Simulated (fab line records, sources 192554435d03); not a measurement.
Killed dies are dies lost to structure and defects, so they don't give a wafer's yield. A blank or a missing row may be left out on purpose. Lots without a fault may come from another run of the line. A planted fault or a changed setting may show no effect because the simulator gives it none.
Chamber matching | flow n5_finfet | N5_DUMMY_REMOVAL_HM_STRIP_01 on rie_diel-03: 4 sister chambers
The step strips SiNx in CH3F/O2, stops on poly-Si, target depth 4 nm, time 6.8 s. 4 wafers are shown with their chamber, then 7 later ones without.

WAFERS WITH THEIR CHAMBER
wafer  | chamber | oes_product_au (a.u.)
L078.4 | 1       | 0.60
L078.5 | 2       | 0.69
L085.1 | 0       | 0.78
L085.4 | 3       | 0.70

WAFERS WITHOUT THEIR CHAMBER
wafer  | oes_product_au (a.u.)
L085.6 | 0.67
L093.1 | 0.66
L093.5 | 0.75
L093.6 | 0.68
L096.1 | 0.67
L096.3 | 0.66
L096.5 | 0.58

WHICH CHAMBER EACH WENT THROUGH
wafer  | from the rows above          | in truth
L085.6 | can't be placed: 2 or 3      | 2
L093.1 | can't be placed: 2 or 3 or 1 | 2
L093.5 | can't be placed: 0 or 3 or 2 | 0
L093.6 | can't be placed: 2 or 3      | 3
L096.1 | can't be placed: 2 or 3      | 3
L096.3 | can't be placed: 2 or 3 or 1 | 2
L096.5 | 1                            | 1
Placed correctly: 1 of 7. Can't be placed from these rows: 6 (the true chamber is among the candidates in 6). Placed wrongly: 0.
How it was worked out, from the rows above alone: a wafer's distance from a chamber is the root of the sum, over the readings, of the square of ((its reading less the chamber's mean) divided by the reading's scatter). The wafer belongs to the nearest chamber; if the next one is less than 2 further off, it can't be placed. A chamber's mean is the mean of its shown wafers. The scatter: with one shown wafer a chamber, the root of the mean of the squares of how far each hidden wafer lies from its nearest shown one.
